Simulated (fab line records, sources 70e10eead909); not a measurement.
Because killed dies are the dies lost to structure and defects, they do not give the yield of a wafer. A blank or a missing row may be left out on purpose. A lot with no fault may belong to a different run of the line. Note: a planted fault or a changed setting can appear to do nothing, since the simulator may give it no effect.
Matching of chambers / flow nandHarc / rieDiel-01 running NHARC_A_STAIRCASE_DESCUM_312: 4 sister chambers
The step chemistry O2, time 3 s. 8 wafers are shown with their chamber, then 9 later ones without.

== WAFERS PAIRED WITH THEIR CHAMBERS ==
wafer=L077.3; chamber=0; showerheadPlenumPTorr (Torr)=1.80; drypumpMotorCurrentA (A)=6.7
wafer=L081.4; chamber=3; showerheadPlenumPTorr (Torr)=1.89; drypumpMotorCurrentA (A)=6.4
wafer=L081.5; chamber=3; showerheadPlenumPTorr (Torr)=1.89; drypumpMotorCurrentA (A)=6.3
wafer=L088.2; chamber=0; showerheadPlenumPTorr (Torr)=1.79; drypumpMotorCurrentA (A)=6.7
wafer=L088.4; chamber=1; showerheadPlenumPTorr (Torr)=1.89; drypumpMotorCurrentA (A)=6.1
wafer=L090.2; chamber=2; showerheadPlenumPTorr (Torr)=1.87; drypumpMotorCurrentA (A)=6.1
wafer=L090.3; chamber=1; showerheadPlenumPTorr (Torr)=1.89; drypumpMotorCurrentA (A)=6.1
wafer=L090.6; chamber=2; showerheadPlenumPTorr (Torr)=1.87; drypumpMotorCurrentA (A)=6.2

== WAFERS WITHOUT THEIR CHAMBER ==
wafer=L093.3; showerheadPlenumPTorr (Torr)=1.88; drypumpMotorCurrentA (A)=6.3
wafer=L093.5; showerheadPlenumPTorr (Torr)=1.87; drypumpMotorCurrentA (A)=6.1
wafer=L093.6; showerheadPlenumPTorr (Torr)=1.89; drypumpMotorCurrentA (A)=6.1
wafer=L092.1; showerheadPlenumPTorr (Torr)=1.88; drypumpMotorCurrentA (A)=6.3
wafer=L092.3; showerheadPlenumPTorr (Torr)=1.87; drypumpMotorCurrentA (A)=6.2
wafer=L092.5; showerheadPlenumPTorr (Torr)=1.88; drypumpMotorCurrentA (A)=6.1
wafer=L094.2; showerheadPlenumPTorr (Torr)=1.88; drypumpMotorCurrentA (A)=6.1
wafer=L094.4; showerheadPlenumPTorr (Torr)=1.78; drypumpMotorCurrentA (A)=6.7
wafer=L094.5; showerheadPlenumPTorr (Torr)=1.78; drypumpMotorCurrentA (A)=6.7

== CHAMBER TAKEN BY EACH ==
wafer=L093.3; from the rows above=can't be placed: 3 or 2 or 1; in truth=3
wafer=L093.5; from the rows above=2; in truth=2
wafer=L093.6; from the rows above=1; in truth=1
wafer=L092.1; from the rows above=can't be placed: 3 or 2 or 1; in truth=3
wafer=L092.3; from the rows above=2; in truth=2
wafer=L092.5; from the rows above=can't be placed: 1 or 2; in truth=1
wafer=L094.2; from the rows above=can't be placed: 1 or 2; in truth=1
wafer=L094.4; from the rows above=0; in truth=0
wafer=L094.5; from the rows above=0; in truth=0
Correct placement for 5 of the 9. From these rows, 4 cannot be placed; in 4 the true chamber is one of the candidates. Wrongly placed: 0.
How it was worked out, from the rows above alone: a wafer's distance from a chamber is the root of the sum, over the readings, of the square of ((its reading less the chamber's mean) divided by the reading's scatter). The wafer belongs to the nearest chamber; if the next one is less than 2 further off, it can't be placed. A chamber's mean is the mean of its shown wafers. The scatter: take each reading less its chamber's mean, square it, sum over the shown wafers, divide by the number of wafers less the number of chambers, and take the root.
